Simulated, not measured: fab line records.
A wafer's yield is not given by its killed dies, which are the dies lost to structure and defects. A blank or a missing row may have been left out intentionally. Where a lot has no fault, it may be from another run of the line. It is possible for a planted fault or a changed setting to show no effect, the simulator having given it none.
The same fault as seen by 2 desks | flow n5 finfet | every desk sees just its own numbers, and what lay behind them comes last
Where a reading is given only as a bound, like >300, the bound stands for it, and a mean or a difference that rests on one is marked > or <: the true number lies beyond.

AT THE METROLOGY DESK
What the gauges read, lot by lot, whatever tool the lot ran on: means of the sampled wafers that have a number. Marked OUT: a lot whose mean sits more than 4 standard deviations from the usual mean, which makes it out of limits; the brackets give that distance. Readings shown: 7 of its 10, picked as those furthest out on some lot.
Columns: A = DIBL_N at N5_BEOL_M4_RC_MEAS_101, usual 36.3 mV/V; B = DIBL_P at N5_BEOL_M4_RC_MEAS_101, usual 36.5 mV/V; C = IOFF_P at N5_BEOL_M4_RC_MEAS_101, usual 0.22 nA/um; D = ION_N at N5_BEOL_M4_RC_MEAS_101, usual 677 uA/um; E = ION_P at N5_BEOL_M4_RC_MEAS_101, usual 466 uA/um; F = VT_N at N5_BEOL_M4_RC_MEAS_101, usual 249 mV; G = VT_P at N5_BEOL_M4_RC_MEAS_101, usual -248.9 mV
lot  | first seen here | A    | B    | C    | D   | E   | F   | G
L246 | day 8 17:48     | 36.2 | 36.7 | 0.19 | 672 | 461 | 251 | -250.5
L247 | day 9 08:14     | 37.9 | 37.9 | 0.24 | 691 | 464 | 247 | -247.8
L248 | day 9 09:10     | 36.3 | 37.2 | 0.21 | 673 | 459 | 250 | -250.8
L252 | day 10 01:01    | 36.5 | 38.3 | 0.30 | 695 | 482 | 244 | -243.4
L253 | day 10 10:07    | 36.4 | 36.5 | 0.18 | 674 | 458 | 252 | -255.3
L266 | day 13 19:41    | 32.8 | 32.8 | 0.16 | 654 | 455 | 255 | -252.9
L268 | day 14 01:23    | 35.5 | 37.0 | 0.23 | 680 | 468 | 248 | -248.5
L267 | day 14 04:28    | 36.2 | 36.9 | 0.24 | 682 | 470 | 248 | -246.8
Result from this desk: across the 8 lots, nothing is out of limits.

THE DEFECT DESK
Per lot, the means of the sampled wafers with a number show what the inspections along the route counted. Marked OUT: a lot whose mean sits more than 4 standard deviations from the usual mean, which makes it out of limits; the brackets give that distance.
Columns: A = raw defect count at N5_DUMMY_GATE_INSPECT_17, usual 172; B = raw defect count at N5_DUMMY_GATE_INSPECT_27, usual 262; C = raw defect count at N5_SPACER0_INSPECT_04, usual 119; D = raw defect count at N5_SD_EPI_N_INSPECT_11, usual 1.9
lot  | first seen here | A              | B              | C             | D
L246 | day 3 03:44     | 249            | 405            | 190           | 2.0
L247 | day 3 10:06     | 146            | 231            | 111           | 2.3
L248 | day 3 16:22     | 203            | 299            | 144           | 1.7
L252 | day 4 17:06     | 1045 (+21) OUT | 1130 (+14) OUT | 994 (+28) OUT | >300 (+99 or more) OUT
L253 | day 4 22:08     | 997 (+20) OUT  | 1057 (+13) OUT | 932 (+26) OUT | >300 (+99 or more) OUT
L266 | day 8 03:13     | 135            | 221            | 102           | 2.0
L267 | day 8 10:53     | 151            | 233            | 100           | 1.7
L268 | day 8 17:35     | 184            | 283            | 129           | 2.3
This desk finds L252, L253 out of limits, L252 being first, at day 4 17:06 (raw defect count at N5_DUMMY_GATE_INSPECT_17). L246, L247, L248, L266, L267, L268 stayed within limits.

PUT TOGETHER
The defect desk could have raised an alarm at day 4 17:06, on L252, L253.
From the metrology desk's view, nothing was out of limits.
The metrology desk has L252, L253 on record, within its limits.
On lpcvd-01, each named lot ran N5_DUMMY_GATE_HM_DEP_06.

WHAT WAS PUT IN BY THE SIMULATOR
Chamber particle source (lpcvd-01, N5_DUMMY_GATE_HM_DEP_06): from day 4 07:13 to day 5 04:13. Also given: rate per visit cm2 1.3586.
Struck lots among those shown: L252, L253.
Hours from the fault's start to each desk's first reading out of limits: the defect desk, 10.
